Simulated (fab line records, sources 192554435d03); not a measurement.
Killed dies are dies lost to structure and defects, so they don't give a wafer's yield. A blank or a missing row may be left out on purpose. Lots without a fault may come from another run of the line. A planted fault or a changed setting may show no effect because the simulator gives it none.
One fault seen from 2 desks | flow n5_finfet | each desk has only its own numbers; what lay behind them comes last

THE DEFECT DESK
What the inspections along the route counted, lot by lot: means of the sampled wafers that have a number. A lot is out of limits, marked OUT, if its mean lies more than 4 standard deviations from the usual mean; the brackets give that distance.
Columns: A = raw_defect_count at N5_BEOL_M4_INSPECT_59, usual 79; B = raw_defect_count at N5_BEOL_M5_INSPECT_13, usual 424
lot  | first seen here | A   | B
L309 | day 8 01:29     | 95  | 551
L312 | day 8 13:52     | 62  | 387
L311 | day 8 17:43     | 145 | 467
L310 | day 8 23:59     | 59  | 434
L317 | day 9 20:13     | 103 | 526
L318 | day 10 05:54    | 61  | 437
L319 | day 11 08:35    | 60  | 388
L323 | day 11 09:41    | 52  | 305
L327 | day 12 15:05    | 69  | 418
L329 | day 13 00:58    | 92  | 481
L330 | day 13 05:01    | 74  | 445
L332 | day 13 23:50    | 66  | 431
This desk's finding: nothing out of limits on any of the 12 lots.

THE TOOL OWNER'S DESK: litho_track-01
The tool's own readings at N5_BEOL_M5_COAT_05 (resist thk 30 nm): means of the sampled wafers that have a number, for each lot that ran on this tool. A lot is out of limits, marked OUT, if its mean lies more than 4 standard deviations from the usual mean; the brackets give that distance.
Columns: A = dispense_pressure_kPa at N5_BEOL_M5_COAT_05, usual 51.5 kPa; B = spin_speed_rpm at N5_BEOL_M5_COAT_05, usual 1500.0 rpm
lot  | first seen here | A    | B
L318 | day 10 08:04    | 49.4 | 1555.0 (+62) OUT
L319 | day 11 11:56    | 49.4 | 1554.7 (+62) OUT
L332 | day 14 01:46    | 49.3 | 1499.6
This desk's finding: out of limits on L318, L319; first on L318, day 10 08:04 (spin_speed_rpm at N5_BEOL_M5_COAT_05). In limits: L332.

PUT TOGETHER
The tool owner's desk could have raised an alarm at day 10 08:04, on L318, L319.
The defect desk saw nothing out of limits.
The defect desk has L318, L319 on record, within its limits.
Of the lots named, all ran N5_BEOL_M5_COAT_05 on litho_track-01.

WHAT THE SIMULATOR HAD PUT IN
Process parameter drift: litho_track-01, from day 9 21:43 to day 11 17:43, at N5_BEOL_M5_COAT_05. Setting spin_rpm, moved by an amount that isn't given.
Lots struck among those shown: L318, L319.
Hours from the fault's start to each desk's first reading out of limits: the tool owner's desk, 10.
